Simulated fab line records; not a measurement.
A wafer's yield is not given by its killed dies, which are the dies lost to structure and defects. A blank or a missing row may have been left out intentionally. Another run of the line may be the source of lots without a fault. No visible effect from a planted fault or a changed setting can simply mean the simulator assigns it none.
Split-lot trial || flow n5 finfet || route with 1938 steps; 7 lots, 21 wafers read

## THE SPLIT
At N5_BEOL_M5_COAT_05 (resist thk 30 nm), the setting spin rpm was moved away from the recipe's 1500 rpm on 6 of the 21 wafers read, by -7.6% to +5.7%. For the rest of the wafers, this setting stayed at what the recipe calls for.

The reading comes from the split's own step.

## THE READING
CAR-EUV_of_BEOL_M5_COAT_05.thk nm (the simulator's own value, which no gauge read), in nm, at N5_BEOL_M5_COAT_05 (resist thk 30 nm). The file does not state a usual value for it. Across the 15 wafers here that went through the recipe, the average is 30.1 nm and the standard deviation 0.098 nm.

{"wafer": "L081.1", "tool, chamber at the split": "litho track-05, 0", "spin rpm as run, rpm": 1500, "against the recipe": "recipe", "CAR-EUV_of_BEOL_M5_COAT_05.thk nm, nm": 30.2, "against lot-mates on the recipe": "-"}
{"wafer": "L081.2", "tool, chamber at the split": "litho track-05, 0", "spin rpm as run, rpm": 1500, "against the recipe": "recipe", "CAR-EUV_of_BEOL_M5_COAT_05.thk nm, nm": 30.2, "against lot-mates on the recipe": "-"}
{"wafer": "L081.6", "tool, chamber at the split": "litho track-05, 0", "spin rpm as run, rpm": 1500, "against the recipe": "recipe", "CAR-EUV_of_BEOL_M5_COAT_05.thk nm, nm": 30.2, "against lot-mates on the recipe": "-"}
{"wafer": "L083.1", "tool, chamber at the split": "litho track-05, 0", "spin rpm as run, rpm": 1443, "against the recipe": "-3.8%", "CAR-EUV_of_BEOL_M5_COAT_05.thk nm, nm": 30.8, "against lot-mates on the recipe": "+0.6"}
{"wafer": "L083.4", "tool, chamber at the split": "litho track-05, 0", "spin rpm as run, rpm": 1443, "against the recipe": "-3.8%", "CAR-EUV_of_BEOL_M5_COAT_05.thk nm, nm": 30.8, "against lot-mates on the recipe": "+0.6"}
{"wafer": "L083.2", "tool, chamber at the split": "litho track-05, 0", "spin rpm as run, rpm": 1500, "against the recipe": "recipe", "CAR-EUV_of_BEOL_M5_COAT_05.thk nm, nm": 30.2, "against lot-mates on the recipe": "-"}
{"wafer": "L088.1", "tool, chamber at the split": "litho track-05, 0", "spin rpm as run, rpm": 1386, "against the recipe": "-7.6%", "CAR-EUV_of_BEOL_M5_COAT_05.thk nm, nm": 31.2, "against lot-mates on the recipe": "+1.2"}
{"wafer": "L088.6", "tool, chamber at the split": "litho track-05, 0", "spin rpm as run, rpm": 1386, "against the recipe": "-7.6%", "CAR-EUV_of_BEOL_M5_COAT_05.thk nm, nm": 31.2, "against lot-mates on the recipe": "+1.2"}
{"wafer": "L088.5", "tool, chamber at the split": "litho track-05, 0", "spin rpm as run, rpm": 1500, "against the recipe": "recipe", "CAR-EUV_of_BEOL_M5_COAT_05.thk nm, nm": 30, "against lot-mates on the recipe": "-"}
{"wafer": "L090.2", "tool, chamber at the split": "litho track-04, 0", "spin rpm as run, rpm": 1585, "against the recipe": "+5.7%", "CAR-EUV_of_BEOL_M5_COAT_05.thk nm, nm": 29.2, "against lot-mates on the recipe": -1.0}
{"wafer": "L090.3", "tool, chamber at the split": "litho track-04, 0", "spin rpm as run, rpm": 1585, "against the recipe": "+5.7%", "CAR-EUV_of_BEOL_M5_COAT_05.thk nm, nm": 29.2, "against lot-mates on the recipe": -1.0}
{"wafer": "L090.4", "tool, chamber at the split": "litho track-04, 0", "spin rpm as run, rpm": 1500, "against the recipe": "recipe", "CAR-EUV_of_BEOL_M5_COAT_05.thk nm, nm": 30.2, "against lot-mates on the recipe": "-"}
{"wafer": "L091.2", "tool, chamber at the split": "litho track-01, 0", "spin rpm as run, rpm": 1500, "against the recipe": "recipe", "CAR-EUV_of_BEOL_M5_COAT_05.thk nm, nm": 30, "against lot-mates on the recipe": "-"}
{"wafer": "L091.3", "tool, chamber at the split": "litho track-01, 0", "spin rpm as run, rpm": 1500, "against the recipe": "recipe", "CAR-EUV_of_BEOL_M5_COAT_05.thk nm, nm": 30, "against lot-mates on the recipe": "-"}
{"wafer": "L091.5", "tool, chamber at the split": "litho track-01, 0", "spin rpm as run, rpm": 1500, "against the recipe": "recipe", "CAR-EUV_of_BEOL_M5_COAT_05.thk nm, nm": 30, "against lot-mates on the recipe": "-"}
{"wafer": "L093.2", "tool, chamber at the split": "litho track-05, 0", "spin rpm as run, rpm": 1500, "against the recipe": "recipe", "CAR-EUV_of_BEOL_M5_COAT_05.thk nm, nm": 30, "against lot-mates on the recipe": "-"}
{"wafer": "L093.3", "tool, chamber at the split": "litho track-05, 0", "spin rpm as run, rpm": 1500, "against the recipe": "recipe", "CAR-EUV_of_BEOL_M5_COAT_05.thk nm, nm": 30, "against lot-mates on the recipe": "-"}
{"wafer": "L093.4", "tool, chamber at the split": "litho track-05, 0", "spin rpm as run, rpm": 1500, "against the recipe": "recipe", "CAR-EUV_of_BEOL_M5_COAT_05.thk nm, nm": 30, "against lot-mates on the recipe": "-"}
{"wafer": "L092.3", "tool, chamber at the split": "litho track-04, 0", "spin rpm as run, rpm": 1500, "against the recipe": "recipe", "CAR-EUV_of_BEOL_M5_COAT_05.thk nm, nm": 30, "against lot-mates on the recipe": "-"}
{"wafer": "L092.4", "tool, chamber at the split": "litho track-04, 0", "spin rpm as run, rpm": 1500, "against the recipe": "recipe", "CAR-EUV_of_BEOL_M5_COAT_05.thk nm, nm": 30, "against lot-mates on the recipe": "-"}
{"wafer": "L092.6", "tool, chamber at the split": "litho track-04, 0", "spin rpm as run, rpm": 1500, "against the recipe": "recipe", "CAR-EUV_of_BEOL_M5_COAT_05.thk nm, nm": 30.2, "against lot-mates on the recipe": "-"}

FIT RESULTS
A straight line over all 21 wafers: CAR-EUV_of_BEOL_M5_COAT_05.thk nm changes by -0.155 nm for each +1% of spin rpm; r = -0.98; the points scatter about the line by 0.098 nm.
The same after taking each lot's own level away (the mean of its wafers on the recipe; 21 wafers): -0.164 nm for each +1%; r = -1.00; scatter 0.045 nm.
Per that fit: largest spin rpm move, reading shift of 1.2 nm.
Measured against the standard deviation above, the lots' own levels, which go from 30.00 to 30.20 nm, span 2.0 times it.
So the lot-to-lot level changes the slope little: the two slopes agree.
Check: +1.25 nm against its lot-mates is what the line predicts for one of the wafers moved furthest among these (-7.6%) when that wafer is left out of the fit. Against them it came out at +1.2 nm.

## FILE'S OWN FIT
CAR-EUV_of_BEOL_M5_COAT_05.thk nm changes by -0.164 nm for each +1% of spin rpm, r = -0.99.
